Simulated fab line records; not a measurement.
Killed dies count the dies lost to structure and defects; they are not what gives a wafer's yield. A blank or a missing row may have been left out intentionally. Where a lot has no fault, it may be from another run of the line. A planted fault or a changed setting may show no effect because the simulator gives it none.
fab line records -- flow nandHarc -- part 2 of 2: steps 5 to 6 of 6
record: lots: 24, wafers: 72, lastDay: 33
route steps=1302 shown A_CHANNEL_HOLE_D2@595 A_CHANNEL_FILL_D2@619 A_STAIRCASE@677
lots that met no fault: from a run of the same line without faults
startH: hours from the record's opening day to when the first of the lot's shown wafers began -- waitH: hours since the lot's step before -- " unchanged from the row above -- L1.1+2: one row covering several wafers at once -- - value missing, or start not given -- * or withheld: withheld -- < > ~ a bound
route shown NAME@n: NAME is a module with steps in the file, n the number in the route of the first one -- usual: mean/standard deviation taken from wafers without a fault -- same: alike in all rows -- chamber/n: place in a boat -- sites: per-site readings -- _std_site: how widely they spread, as a standard deviation -- _edge_site: outer sites' mean less inner sites' -- radiusMm: how far each site lies from the wafer's centre -- mask NAME#n: copy n -- behind: the tool/chamber that last shaped the wafer -- hold: what put the lot on hold/how long, in hours/how the hold closed -- device: which transistor (n, p or np) failed to switch -- end of line: the tests these same wafers got at the end of their route -- where a step has no rows: the recipe by itself -- killed: dies that structure and defects cost at the first sort, which is not the same as the wafer's yield -- map: the dies of a wafer, with x for killed, . for not killed, _ for no die there
set.NAME: the setting as run; set.NAME@STEP: as run at that earlier step -- model.NAME: the simulator's own value behind a step, which no gauge read
the route's steps for a sample of lots (tables are steps, rows are wafers)
services: a tool's chamber out of use, with start hour (startH, from the record's first day; less than 0 if before it), hours out, and reason
== steps ==
step: NHARC_A_STAIRCASE_TRIM_26
recipe: timeS: 211.2, o2FlowSccm: 500, arFlowSccm: 0, biasW: 0, chemistry: O2
usual: drypumpMotorCurrentA: 5.9/0.46, oesProductAu: 1.000/0.0092, rfVppV: 57.8/0.88, showerheadPlenumPTorr: 3.53/0.2, throttleValvePct: 17.036/0.0097
same: timeS: 211.2
lot.wafer,tool,chamber,startH,waitH,drypumpMotorCurrentA,oesProductAu,rfHoursCounterH,rfVppV,showerheadPlenumPTorr,throttleValvePct
L074.2,rieDiel-12,2,-,-,5.4,0.999,28,58.0,3.36,17.024
L074.5,rieDiel-12,2,-,-,5.4,1.007,-,57.4,3.36,17.025
L074.6,rieDiel-12,3,-,-,5.9,1.004,-,56.6,3.28,17.048
L076.1,rieDiel-06,0,-,-,5.4,0.992,20,58.4,3.36,17.036
L076.2,rieDiel-06,2,-,-,4.9,1.005,25,56.8,3.48,17.029
L076.6,rieDiel-06,3,-,-,5.4,0.992,-,57.4,3.31,17.038
L077.2,rieDiel-12,0,-,-,6.3,1.007,30,57.8,3.60,17.040
L077.1,rieDiel-12,2,-,-,5.5,0.993,34,55.7,3.36,17.030
L077.5,rieDiel-12,3,-,-,5.9,1.001,-,58.7,3.28,17.032
L078.3,rieDiel-09,1,-,-,6.3,1.005,17,58.6,3.74,17.038
L078.2,rieDiel-09,3,-,-,6.3,0.995,18,59.4,3.77,17.031
L078.6,rieDiel-09,0,-,-,5.9,1.021,-,58.6,3.77,17.033
L079.4,rieDiel-12,3,-,-,5.9,1.011,41,56.7,3.28,17.042
L079.3,rieDiel-12,2,-,-,5.4,1.002,40,55.5,3.35,17.045
L079.5,rieDiel-12,3,-,-,5.9,1.016,-,57.1,3.28,17.045
L081.3,rieDiel-09,3,-,-,6.3,0.990,31,57.5,3.76,17.025
L081.2,rieDiel-09,0,-,-,5.9,1.005,28,59.5,3.76,17.037
L081.5,rieDiel-09,0,-,-,5.9,1.003,-,58.7,3.76,17.028
L075.1,rieDiel-12,1,-,-,6.6,0.997,44,57.2,3.34,17.046
L075.2,rieDiel-12,2,-,-,5.5,0.993,47,58.0,3.35,17.017
L075.3,rieDiel-12,3,-,-,5.9,1.004,46,56.6,3.27,17.053
L082.4,rieDiel-09,3,-,-,6.3,0.998,34,58.2,3.76,17.020
L082.1,rieDiel-09,1,-,-,6.3,0.998,30,58.0,3.73,17.033
L082.2,rieDiel-09,2,-,-,5.6,0.986,33,56.8,3.30,17.010
L080.3,rieDiel-09,2,-,-,5.6,0.994,35,57.8,3.30,17.024
L080.1,rieDiel-09,3,-,-,6.2,1.004,35,57.5,3.76,17.023
L080.5,rieDiel-09,1,-,-,6.3,0.988,-,59.4,3.73,17.021
L083.2,rieDiel-12,1,-,-,6.5,1.015,53,56.9,3.33,17.033
L083.1,rieDiel-12,2,-,-,5.5,0.997,55,56.4,3.34,17.036
L083.6,rieDiel-12,3,-,-,6.0,1.008,-,56.3,3.27,17.031
L084.1,rieDiel-06,2,-,-,4.9,1.002,43,59.0,3.47,17.046
L084.2,rieDiel-06,3,-,-,5.4,0.992,43,57.6,3.30,17.032
L084.6,rieDiel-06,1,-,-,5.2,0.989,-,58.8,3.76,17.054
L085.1,rieDiel-12,0,-,-,6.3,0.993,6,56.7,3.59,17.047
L085.3,rieDiel-12,1,-,-,6.6,1.020,6,57.4,3.33,17.023
L085.6,rieDiel-12,1,-,-,6.6,1.014,-,55.8,3.33,17.039
L086.1,rieDiel-09,2,-,-,5.6,0.988,47,58.3,3.30,17.037
L086.3,rieDiel-09,3,-,-,6.3,1.000,48,58.6,3.75,17.036
L086.5,rieDiel-09,2,-,-,5.6,0.987,-,57.6,3.30,17.029
L087.4,rieDiel-06,1,497.62,-,5.2,1.000,1,58.7,3.75,17.042
L087.1,rieDiel-06,3,497.62,-,5.4,0.985,1,57.5,3.30,17.038
L087.6,rieDiel-06,0,497.62,-,5.4,1.001,-,56.3,3.35,17.055
L088.1,rieDiel-09,1,-,-,6.3,0.991,1,58.4,3.72,17.029
L088.6,rieDiel-09,1,-,-,6.3,0.987,-,57.6,3.72,17.052
L088.5,rieDiel-09,2,-,-,5.6,1.000,-,56.6,3.29,17.021
L090.3,rieDiel-06,1,-,-,5.3,1.003,7,57.7,3.74,17.033
L090.1,rieDiel-06,0,-,-,5.4,1.001,5,57.7,3.35,17.026
L090.6,rieDiel-06,2,-,-,4.9,1.000,-,58.5,3.46,17.025
L089.4,rieDiel-12,0,-,-,6.3,1.000,18,57.2,3.58,17.041
L089.1,rieDiel-12,1,-,-,6.6,1.017,22,57.6,3.32,17.033
L089.5,rieDiel-12,3,-,-,5.9,1.011,-,58.0,3.80,17.030
L092.2,rieDiel-06,0,-,-,5.4,0.985,11,57.3,3.34,17.027
L092.4,rieDiel-06,2,-,-,4.9,0.998,13,58.8,3.45,17.043
L092.3,rieDiel-06,3,-,-,5.4,0.997,12,56.6,3.29,17.035
L091.4,rieDiel-09,3,-,-,6.3,1.012,9,58.1,3.74,17.030
L091.2,rieDiel-09,1,-,-,6.3,0.999,8,58.6,3.71,17.019
L091.6,rieDiel-09,2,-,-,5.6,0.998,-,55.7,3.29,17.030
L093.3,rieDiel-09,0,-,-,5.9,1.008,13,58.4,3.74,17.053
L093.5,rieDiel-09,2,-,-,5.6,0.996,-,57.7,3.29,17.033
L093.6,rieDiel-09,3,-,-,6.3,1.005,-,59.4,3.74,17.039
L094.1,rieDiel-12,1,-,-,6.6,1.016,43,57.0,3.31,17.026
L094.4,rieDiel-12,2,-,-,5.4,0.997,37,57.6,3.32,17.038
L094.5,rieDiel-12,3,-,-,5.9,1.016,-,57.5,3.79,17.054
L096.3,rieDiel-09,0,-,-,5.9,1.016,17,58.1,3.74,17.020
L096.1,rieDiel-09,1,-,-,6.3,0.982,16,58.1,3.71,17.046
L096.5,rieDiel-09,0,-,-,5.9,1.014,-,57.8,3.74,17.042
L095.1,rieDiel-12,0,-,-,6.3,0.996,44,58.1,3.56,17.021
L095.5,rieDiel-12,1,-,-,6.6,1.009,-,56.8,3.31,17.045
L095.6,rieDiel-12,2,-,-,5.4,0.998,-,57.4,3.32,17.046
L097.1,rieDiel-09,2,-,-,5.6,0.995,21,56.7,3.28,17.044
L097.3,rieDiel-09,1,-,-,6.3,0.989,19,57.4,3.71,17.032
L097.6,rieDiel-09,3,-,-,6.3,0.986,-,58.2,3.73,17.036
step: NHARC_A_STAIRCASE_ETCH_192
recipe: targetDepthA: 1000, timeS: 40.5, ionEnergyEv: 400, c4f8FlowSccm: 20, o2FlowSccm: 10, arFlowSccm: withheld, rfW: 600, biasW: 1000, chemistry: C4F8/O2
usual: oesProductAu: 0.943/0.011, rfVppV: 895/7.1
same: timeS: 40.5
lot.wafer,tool,chamber,startH,waitH,oesProductAu,rfHoursCounterH,rfVppV
L074.2,rieDiel-09,1,-,-,0.951,11,903
L074.5,rieDiel-09,1,-,-,0.953,-,903
L074.6,rieDiel-09,2,-,-,0.939,-,887
L076.1,rieDiel-06,1,-,-,0.951,22,904
L076.2,rieDiel-06,3,-,-,0.948,24,889
L076.6,rieDiel-06,1,-,-,0.952,-,905
L077.2,rieDiel-06,3,-,-,0.941,26,888
L077.1,rieDiel-06,1,-,-,0.934,23,904
L077.5,rieDiel-06,3,-,-,0.930,-,886
L078.3,rieDiel-09,1,-,-,0.936,17,904
L078.2,rieDiel-09,2,-,-,0.929,18,888
L078.6,rieDiel-09,2,-,-,0.930,-,887
L079.3,rieDiel-12,1,-,-,0.940,37,889
L079.4,rieDiel-12,3,-,-,0.956,42,889
L079.5,rieDiel-12,1,-,-,0.943,-,890
L081.3,rieDiel-06,3,-,-,0.929,37,888
L081.2,rieDiel-06,1,-,-,0.928,33,905
L081.5,rieDiel-06,0,-,-,0.942,-,890
L075.1,rieDiel-12,3,-,-,0.950,46,886
L075.2,rieDiel-12,0,-,-,0.946,43,896
L075.3,rieDiel-12,2,-,-,0.937,47,889
L082.4,rieDiel-09,3,-,-,0.930,35,904
L082.1,rieDiel-09,0,-,-,0.942,32,904
L082.2,rieDiel-09,1,-,-,0.944,31,903
L080.3,rieDiel-12,3,-,-,0.952,50,886
L080.1,rieDiel-12,0,-,-,0.961,46,897
L080.5,rieDiel-12,2,-,-,0.938,-,889
L083.2,rieDiel-06,2,-,-,0.936,43,894
L083.1,rieDiel-06,1,-,-,0.934,39,904
L083.6,rieDiel-06,2,-,-,0.938,-,894
L084.2,rieDiel-06,2,-,-,0.943,44,895
L084.1,rieDiel-06,0,-,-,0.938,39,889
L084.6,rieDiel-06,2,-,-,0.938,-,895
L085.1,rieDiel-09,1,-,-,0.947,46,902
L085.3,rieDiel-09,3,-,-,0.935,48,905
L085.6,rieDiel-09,1,-,-,0.948,-,903
L086.3,rieDiel-06,3,-,-,0.946,52,887
L086.1,rieDiel-06,1,-,-,0.939,51,904
L086.5,rieDiel-06,3,-,-,0.930,-,887
L087.4,rieDiel-12,0,-,-,0.933,15,898
L087.1,rieDiel-12,1,-,-,0.957,17,890
L087.6,rieDiel-12,1,-,-,0.936,-,890
L090.1,rieDiel-09,0,-,-,0.938,2,904
L090.3,rieDiel-09,1,-,-,0.934,2,903
L090.6,rieDiel-09,0,-,-,0.948,-,903
L089.1,rieDiel-09,3,-,-,0.947,3,904
L089.4,rieDiel-09,0,-,-,0.945,3,904
L089.5,rieDiel-09,2,-,-,0.944,-,886
L088.1,rieDiel-12,1,-,-,0.978,24,887
L088.5,rieDiel-12,0,-,-,0.952,-,899
L088.6,rieDiel-12,1,-,-,0.961,-,888
L092.2,rieDiel-12,0,-,-,0.947,25,898
L092.3,rieDiel-12,1,-,-,0.954,29,887
L092.4,rieDiel-12,2,-,-,0.930,27,888
L091.2,rieDiel-12,1,-,-,0.953,32,888
L091.4,rieDiel-12,3,-,-,0.947,25,904
L091.6,rieDiel-12,1,-,-,0.953,-,889
L093.3,rieDiel-12,1,-,-,0.954,36,888
L093.5,rieDiel-12,0,-,-,0.939,-,898
L093.6,rieDiel-12,1,-,-,0.947,-,887
L094.1,rieDiel-06,0,-,-,0.945,24,889
L094.4,rieDiel-06,1,-,-,0.953,26,904
L094.5,rieDiel-06,0,-,-,0.945,-,888
L096.1,rieDiel-12,1,-,-,0.954,45,888
L096.3,rieDiel-12,2,-,-,0.944,40,890
L096.5,rieDiel-12,1,-,-,0.941,-,889
L095.1,rieDiel-06,1,-,-,0.949,30,903
L095.6,rieDiel-06,2,-,-,0.956,-,893
L095.5,rieDiel-06,3,-,-,0.936,-,887
L097.3,rieDiel-09,3,-,-,0.944,25,902
L097.1,rieDiel-09,2,-,-,0.946,22,886
L097.6,rieDiel-09,3,-,-,0.939,-,903
== services ==
tool,chamber,startH,hours,kind
rieDiel-09,2,293.91,3.8,repair
rieDiel-06,-,308.10,9.0,pm
rieSi-01,2,312.75,5.2,repair
rieSi-04,3,317.08,17.8,repair
rieDiel-09,-,320.45,9.0,pm
rieDiel-12,-,327.93,2.0,repair
rieSi-01,0,336.01,4.1,repair
rieSi-04,-,342.00,9.0,pm
rieSi-01,0,359.80,19.3,repair
rieSi-01,-,370.00,9.0,pm
rieDiel-12,2,373.76,4.8,repair
harEtch-02,-,377.00,17.0,pm
rieSi-03,3,387.30,1.7,repair
rieSi-03,0,394.75,6.6,repair
rieDiel-12,-,411.42,2.4,repair
harEtch-01,-,414.29,0.2,repair
rieSi-03,2,419.16,3.1,repair
rieSi-03,-,424.40,9.0,pm
rieSi-01,-,427.71,3.2,repair
rieDiel-12,-,445.52,9.0,pm
rieDiel-06,-,485.10,9.0,pm
rieDiel-09,-,497.45,9.0,pm
rieSi-03,1,539.94,2.3,repair
rieSi-03,1,571.71,43.3,repair
